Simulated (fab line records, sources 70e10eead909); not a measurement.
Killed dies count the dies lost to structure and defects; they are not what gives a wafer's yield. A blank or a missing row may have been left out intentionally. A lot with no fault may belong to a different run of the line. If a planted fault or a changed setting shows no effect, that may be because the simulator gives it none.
Matching of chambers -- flow nandHarc -- NHARC_THIN_TSV_ETCHBACK_48 on rieDiel-05: 4 sister chambers
The step etches the open film in C4F8/Ar, target depth 1028.5 nm, time 405.17 s. 8 wafers are shown with their chamber, then 7 later ones without.

## EACH WAFER AND ITS CHAMBER
wafer,chamber,rfVppV (V),oesProductAu (a.u.)
L565.1,0,548,0.904
L566.2,2,552,0.928
L566.6,2,551,0.927
L577.3,1,552,0.914
L577.4,3,547,0.942
L577.5,3,547,0.927
L586.1,1,551,0.917
L586.2,0,550,0.913

## WAFERS WHOSE CHAMBER IS MISSING
wafer,rfVppV (V),oesProductAu (a.u.)
L586.4,551,0.919
L585.3,550,0.957
L585.4,552,0.970
L585.6,551,0.966
L588.2,550,0.922
L588.3,551,0.916
L588.4,547,0.938

## EACH ONE'S CHAMBER
wafer,from the rows above,in truth
L586.4,can't be placed: 1 or 2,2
L585.3,can't be placed: 3 or 2 or 1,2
L585.4,can't be placed: 2 or 3 or 1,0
L585.6,can't be placed: 2 or 3 or 1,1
L588.2,can't be placed: 2 or 1 or 0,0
L588.3,can't be placed: 1 or 2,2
L588.4,3,3
Placed correctly: 1 of 7. Can't be placed from these rows: 6 (the true chamber is among the candidates in 5). 0 placed wrongly.
How it was worked out, from the rows above alone: a wafer's distance from a chamber is the root of the sum, over the readings, of the square of ((its reading less the chamber's mean) divided by the reading's scatter). The wafer belongs to the nearest chamber; if the next one is less than 2 further off, it can't be placed. Each chamber's mean is taken over the wafers shown for it. How the scatter is found: for the shown wafers, subtract from each reading the mean of its chamber, square and add these, divide the total by (wafers less chambers), then take the root.
